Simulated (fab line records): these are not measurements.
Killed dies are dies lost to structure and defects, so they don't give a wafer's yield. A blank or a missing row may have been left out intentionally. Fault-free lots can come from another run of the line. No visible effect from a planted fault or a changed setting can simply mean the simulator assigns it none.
Split-lot experiment / flow n5_finfet / 21 wafers read from 7 lots, route of 1938 steps

THE SPLIT
At N5_BEOL_M9_PECVD_70 (deposits SiO2 from TEOS/O2, target thk 20 nm, time 22.7 s), the setting time_s was moved away from the recipe's 22.7 s on 5 of the 21 wafers read, by +6.8% to +14.2%. This setting was run at the recipe's value on the other wafers.

FROM THE SPLIT TO THE READING: what the file shows between them, 3 steps
- N5_BEOL_M9_HM_DEP_02: deposits TiN, target thk 20 nm
- N5_BEOL_M9_COAT_59: time 60 s, resist thk 100 nm
- N5_BEOL_M9_STRIP_80: strips in N2/H2, time 10 s

THE READING
SiO2_of_BEOL_M9_PECVD_70.thk_nm (the simulator's own value, which no gauge read), in nm, at N5_BEOL_M9_HM_STRIP_39 (strips TiN in peroxide tin strip, target depth 25 nm, time 158 s). No usual value for it is given in the file. Here, 16 wafers ran the recipe; their average is 20.1 nm with a standard deviation of 0.23 nm.

wafer=L077.1; tool, chamber at the split=pecvd-03, 0; time_s as run, s=22.7; against the recipe=recipe; SiO2_of_BEOL_M9_PECVD_70.thk_nm, nm=20; against lot-mates on the recipe=-
wafer=L077.5; tool, chamber at the split=pecvd-03, 0,2; time_s as run, s=22.7; against the recipe=recipe; SiO2_of_BEOL_M9_PECVD_70.thk_nm, nm=20.4; against lot-mates on the recipe=-
wafer=L077.6; tool, chamber at the split=pecvd-03, 0,2; time_s as run, s=22.7; against the recipe=recipe; SiO2_of_BEOL_M9_PECVD_70.thk_nm, nm=20.4; against lot-mates on the recipe=-
wafer=L074.1; tool, chamber at the split=pecvd-02, 0; time_s as run, s=24.85; against the recipe=+9.5%; SiO2_of_BEOL_M9_PECVD_70.thk_nm, nm=21.4; against lot-mates on the recipe=+1.4
wafer=L074.3; tool, chamber at the split=pecvd-02, 2; time_s as run, s=22.7; against the recipe=recipe; SiO2_of_BEOL_M9_PECVD_70.thk_nm, nm=19.8; against lot-mates on the recipe=-
wafer=L074.4; tool, chamber at the split=pecvd-02, 2; time_s as run, s=22.7; against the recipe=recipe; SiO2_of_BEOL_M9_PECVD_70.thk_nm, nm=20.2; against lot-mates on the recipe=-
wafer=L079.3; tool, chamber at the split=pecvd-01, 1; time_s as run, s=22.7; against the recipe=recipe; SiO2_of_BEOL_M9_PECVD_70.thk_nm, nm=19.8; against lot-mates on the recipe=-
wafer=L079.4; tool, chamber at the split=pecvd-01, 2; time_s as run, s=22.7; against the recipe=recipe; SiO2_of_BEOL_M9_PECVD_70.thk_nm, nm=20; against lot-mates on the recipe=-
wafer=L079.5; tool, chamber at the split=pecvd-01, 1; time_s as run, s=25.93; against the recipe=+14.2%; SiO2_of_BEOL_M9_PECVD_70.thk_nm, nm=23; against lot-mates on the recipe=+3.1
wafer=L083.1; tool, chamber at the split=pecvd-02, 1; time_s as run, s=24.25; against the recipe=+6.8%; SiO2_of_BEOL_M9_PECVD_70.thk_nm, nm=21.4; against lot-mates on the recipe=+1.3
wafer=L083.2; tool, chamber at the split=pecvd-02, 2; time_s as run, s=22.7; against the recipe=recipe; SiO2_of_BEOL_M9_PECVD_70.thk_nm, nm=19.8; against lot-mates on the recipe=-
wafer=L083.4; tool, chamber at the split=pecvd-02, 0; time_s as run, s=22.7; against the recipe=recipe; SiO2_of_BEOL_M9_PECVD_70.thk_nm, nm=20.4; against lot-mates on the recipe=-
wafer=L091.2; tool, chamber at the split=pecvd-02, 2,0; time_s as run, s=22.7; against the recipe=recipe; SiO2_of_BEOL_M9_PECVD_70.thk_nm, nm=19.8; against lot-mates on the recipe=-
wafer=L091.6; tool, chamber at the split=pecvd-02, 1; time_s as run, s=22.7; against the recipe=recipe; SiO2_of_BEOL_M9_PECVD_70.thk_nm, nm=19.8; against lot-mates on the recipe=-
wafer=L091.5; tool, chamber at the split=pecvd-02, 2,0; time_s as run, s=22.7; against the recipe=recipe; SiO2_of_BEOL_M9_PECVD_70.thk_nm, nm=20; against lot-mates on the recipe=-
wafer=L092.2; tool, chamber at the split=pecvd-02, 2; time_s as run, s=22.7; against the recipe=recipe; SiO2_of_BEOL_M9_PECVD_70.thk_nm, nm=20; against lot-mates on the recipe=-
wafer=L092.3; tool, chamber at the split=pecvd-02, 0; time_s as run, s=22.7; against the recipe=recipe; SiO2_of_BEOL_M9_PECVD_70.thk_nm, nm=20; against lot-mates on the recipe=-
wafer=L092.4; tool, chamber at the split=pecvd-02, 2; time_s as run, s=22.7; against the recipe=recipe; SiO2_of_BEOL_M9_PECVD_70.thk_nm, nm=20.2; against lot-mates on the recipe=-
wafer=L094.1; tool, chamber at the split=pecvd-03, 1; time_s as run, s=25.58; against the recipe=+12.7%; SiO2_of_BEOL_M9_PECVD_70.thk_nm, nm=22.2; against lot-mates on the recipe=+1.8
wafer=L094.3; tool, chamber at the split=pecvd-03, 0; time_s as run, s=22.7; against the recipe=recipe; SiO2_of_BEOL_M9_PECVD_70.thk_nm, nm=20.4; against lot-mates on the recipe=-
wafer=L094.6; tool, chamber at the split=pecvd-03, 2; time_s as run, s=25.58; against the recipe=+12.7%; SiO2_of_BEOL_M9_PECVD_70.thk_nm, nm=23.2; against lot-mates on the recipe=+2.8
Rows listing several chambers each stand for several wafers; the file does not say which wafer went through which chamber.

THE FIT
A straight line over all 21 wafers: SiO2_of_BEOL_M9_PECVD_70.thk_nm changes by +0.198 nm for each +1% of time_s; r = +0.96; the points scatter about the line by 0.3 nm.
The same after taking each lot's own level away (the mean of its wafers on the recipe; 21 wafers): +0.189 nm for each +1%; r = +0.97; scatter 0.26 nm.
Per that fit: largest time_s move, reading shift of 2.7 nm.
Across the lots, their own levels run from 19.87 to 20.40 nm, a range of 2.3 times the standard deviation given above.
The two slopes are in agreement: the lot-to-lot level therefore moves the slope only a little.
Check: +2.5 nm against its lot-mates is what the line predicts for one of the wafers moved furthest among these (+14.2%) when that wafer is left out of the fit. It came out at +3.1 nm against them.

OTHER SPLITS ON THESE WAFERS
Before the reading, these wafers also passed through other splits. Each is held against what the fit with the lots' levels taken away leaves over:
other split on the same wafers=N5_BEOL_M8_ETCH_65 source_w; wafers away from the commonest value=9; r with SiO2_of_BEOL_M9_PECVD_70.thk_nm (lot level and that fit taken away)=+0.44

THE WHOLE CHAIN: every reading that the file lists as answering this split, in the file's order
step=N5_BEOL_M9_PECVD_70; what it does=deposits SiO2 from TEOS/O2, target thk 20 nm, time 22.7 s; reading=SiO2_of_BEOL_M9_PECVD_70.thk_nm (the simulator's own value, which no gauge read); change (the file's fit)=+0.185 nm for each +1% of the setting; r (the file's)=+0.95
step=N5_BEOL_M9_HM_STRIP_39; what it does=strips TiN in peroxide tin strip, target depth 25 nm, time 158 s; reading=SiO2_of_BEOL_M9_PECVD_70.thk_nm (the simulator's own value, which no gauge read); change (the file's fit)=+0.191 nm for each +1% of the setting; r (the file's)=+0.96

THE FILE'S OWN FIT
SiO2_of_BEOL_M9_PECVD_70.thk_nm changes by +0.191 nm for each +1% of time_s, r = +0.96.
